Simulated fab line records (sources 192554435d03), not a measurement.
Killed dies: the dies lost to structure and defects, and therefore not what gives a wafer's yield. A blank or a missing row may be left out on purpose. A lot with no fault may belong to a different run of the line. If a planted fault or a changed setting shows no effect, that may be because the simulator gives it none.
Split-lot trial + flow n5 finfet + 7 lots, 39 wafers read, on a route of 1938 steps

## THE SPLIT ITSELF
At N5_SPACER0_ALD_08 (deposits SiNx, target thk 2 nm), the setting target thk a was moved away from the recipe's 20 angstrom on 18 of the 39 wafers read, by -15.3% to +15.9%. All remaining wafers had this setting at the recipe value.

## FROM THE SPLIT TO THE READING: what the file shows between them, 6 steps
- N5_SD_EPI_N_COAT_32: time 60 s, resist thk 350 nm
- N5_SD_EPI_N_SD_RECESS_17: chemistry HBr/Cl2/O2, target depth 41 nm, time 23.7 s, bt time 3 s
- N5_SD_EPI_N_STRIP_38: strips in N2/H2
- N5_SD_EPI_N_WET_ETCH_43: etches SiO2 in dHF, time 14 s, target depth 1.5 nm
- N5_SD_EPI_N_STRIP_18: strips in SPM, time 750 s
- N5_SD_EPI_N_SRD_20: time 30 s

## THE READING
SiNx_of_SPACER0_ALD_08.thk nm (the simulator's own value, which no gauge read), in nm, at N5_SD_EPI_N_PRECLEAN_48 (cleans in NF3:NH3, afs cycles 2, time 20 s, sublimation time 60 s). The file gives no usual value for it. The 21 wafers here that ran the recipe average 1.3 nm, standard deviation 0.09 nm.

| wafer  | tool, chamber at the split | target thk a as run, angstrom | against the recipe | SiNx_of_SPACER0_ALD_08.thk nm, nm | against lot-mates on the recipe |
|--------|----------------------------|-------------------------------|--------------------|-----------------------------------|---------------------------------|
| L079.1 | ald sin-01, 3,3,0          | 20                            | recipe             | 1.4                               | -                               |
| L079.5 | ald sin-01, 3,3,0          | 20                            | recipe             | 1.4                               | -                               |
| L079.6 | ald sin-01, 3,3,0          | 20                            | recipe             | 1.2                               | -                               |
| L083.1 | ald sin-03, 3,0,2          | 23.17                         | +15.9%             | 1.6                               | +0.3                            |
| L083.3 | ald sin-03, 3,0,2          | 23.17                         | +15.9%             | 1.6                               | +0.3                            |
| L083.4 | ald sin-03, 3,0,2          | 23.17                         | +15.9%             | 1.6                               | +0.3                            |
| L083.2 | ald sin-03, 1,1,0          | 20                            | recipe             | 1.4                               | -                               |
| L083.5 | ald sin-03, 1,1,0          | 20                            | recipe             | 1.4                               | -                               |
| L083.6 | ald sin-03, 1,1,0          | 20                            | recipe             | 1.2                               | -                               |
| L085.1 | ald sin-04, 3,2,3          | 20                            | recipe             | 1.4                               | -                               |
| L085.2 | ald sin-04, 3,2,3          | 20                            | recipe             | 1.4                               | -                               |
| L085.5 | ald sin-04, 3,2,3          | 20                            | recipe             | 1.4                               | -                               |
| L085.3 | ald sin-04, 1,0,2          | 22.17                         | +10.9%             | 1.6                               | +0.2                            |
| L085.4 | ald sin-04, 1,0,2          | 22.17                         | +10.9%             | 1.6                               | +0.2                            |
| L085.6 | ald sin-04, 1,0,2          | 22.17                         | +10.9%             | 1.6                               | +0.2                            |
| L088.1 | ald sin-01, 2,0            | 16.95                         | -15.3%             | 1                                 | -0.3                            |
| L088.3 | ald sin-01, 2,0            | 16.95                         | -15.3%             | 1                                 | -0.3                            |
| L088.4 | ald sin-01, 3              | 16.95                         | -15.3%             | 1                                 | -0.3                            |
| L088.2 | ald sin-01, 1,1,2          | 20                            | recipe             | 1.4                               | -                               |
| L088.5 | ald sin-01, 1,1,2          | 20                            | recipe             | 1.4                               | -                               |
| L088.6 | ald sin-01, 1,1,2          | 20                            | recipe             | 1.2                               | -                               |
| L089.1 | ald sin-03, 2,1,2          | 21.4                          | +7.0%              | 1.4                               | +0.0                            |
| L089.2 | ald sin-03, 2,1,2          | 21.4                          | +7.0%              | 1.4                               | +0.0                            |
| L089.5 | ald sin-03, 2,1,2          | 21.4                          | +7.0%              | 1.4                               | +0.0                            |
| L089.3 | ald sin-03, 3,0,1          | 20                            | recipe             | 1.4                               | -                               |
| L089.4 | ald sin-03, 3,0,1          | 20                            | recipe             | 1.4                               | -                               |
| L089.6 | ald sin-03, 3,0,1          | 20                            | recipe             | 1.4                               | -                               |
| L093.1 | ald sin-04, 1,0,1          | 20                            | recipe             | 1.2                               | -                               |
| L093.2 | ald sin-04, 1,0,1          | 20                            | recipe             | 1.2                               | -                               |
| L093.5 | ald sin-04, 1,0,1          | 20                            | recipe             | 1.2                               | -                               |
| L093.3 | ald sin-04, 3,3,0          | 22.04                         | +10.2%             | 1.4                               | +0.2                            |
| L093.4 | ald sin-04, 3,3,0          | 22.04                         | +10.2%             | 1.4                               | +0.2                            |
| L093.6 | ald sin-04, 3,3,0          | 22.04                         | +10.2%             | 1.4                               | +0.2                            |
| L096.1 | ald sin-01, 0,2,1          | 20                            | recipe             | 1.4                               | -                               |
| L096.2 | ald sin-01, 0,2,1          | 20                            | recipe             | 1.4                               | -                               |
| L096.4 | ald sin-01, 0,2,1          | 20                            | recipe             | 1.4                               | -                               |
| L096.3 | ald sin-01, 3              | 22.9                          | +14.5%             | 1.6                               | +0.2                            |
| L096.5 | ald sin-01, 2              | 22.9                          | +14.5%             | 1.6                               | +0.2                            |
| L096.6 | ald sin-01, 3              | 22.9                          | +14.5%             | 1.6                               | +0.2                            |
Where a row lists several chambers, the file gives one row for several wafers and doesn't say which wafer went through which chamber.

FIT RESULTS
A straight line over all 39 wafers: SiNx_of_SPACER0_ALD_08.thk nm changes by +0.0183 nm for each +1% of target thk a; r = +0.88; the points scatter about the line by 0.082 nm.
The same after taking each lot's own level away (the mean of its wafers on the recipe; 39 wafers): +0.0178 nm for each +1%; r = +0.92; scatter 0.061 nm.
Per that fit: largest target thk a move, reading shift of 0.28 nm.
Measured against the standard deviation above, the lots' own levels, which go from 1.20 to 1.40 nm, span 2.2 times it.
Consequently the slope shifts little with the lot-to-lot level, the two slopes agreeing.
Check: +0.264 nm against its lot-mates is what the line predicts for one of the wafers moved furthest among these (+15.9%) when that wafer is left out of the fit. Against them it came out at +0.267 nm.

## OTHER SPLITS APPLIED TO THESE WAFERS
Before the reading, these wafers also passed through other splits. Each is held against what the fit with the lots' levels taken away leaves over:
| other split on the same wafers  | wafers away from the commonest value | r with SiNx_of_SPACER0_ALD_08.thk nm (lot level and that fit taken away) |
|---------------------------------|--------------------------------------|--------------------------------------------------------------------------|
| N5_DUMMY_GATE_EXPOSE_12 dose mj | 12                                   | +0.22                                                                    |
| N5_DUMMY_GATE_ETCH_32 time s    | 12                                   | +0.04                                                                    |

## THE WHOLE CHAIN: every reading that the file lists as answering this split, in the file's order
| step                    | what it does                                                      | reading                                                                        | change (the file's fit)                | r (the file's) |
|-------------------------|-------------------------------------------------------------------|--------------------------------------------------------------------------------|----------------------------------------|----------------|
| N5_SPACER0_ALD_08       | deposits SiNx, target thk 2 nm                                    | SiNx_of_SPACER0_ALD_08.thk nm (the simulator's own value, which no gauge read) | +0.0227 nm for each +1% of the setting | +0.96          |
| N5_SD_EPI_N_WET_ETCH_43 | etches SiO2 in dHF, time 14 s, target depth 1.5 nm                | SiNx_of_SPACER0_ALD_08.thk nm (the simulator's own value, which no gauge read) | +0.0177 nm for each +1% of the setting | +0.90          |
| N5_SD_EPI_N_PRECLEAN_48 | cleans in NF3:NH3, afs cycles 2, time 20 s, sublimation time 60 s | SiNx_of_SPACER0_ALD_08.thk nm (the simulator's own value, which no gauge read) | +0.017 nm for each +1% of the setting  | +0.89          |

## FILE'S OWN FIT
SiNx_of_SPACER0_ALD_08.thk nm changes by +0.017 nm for each +1% of target thk a, r = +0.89.
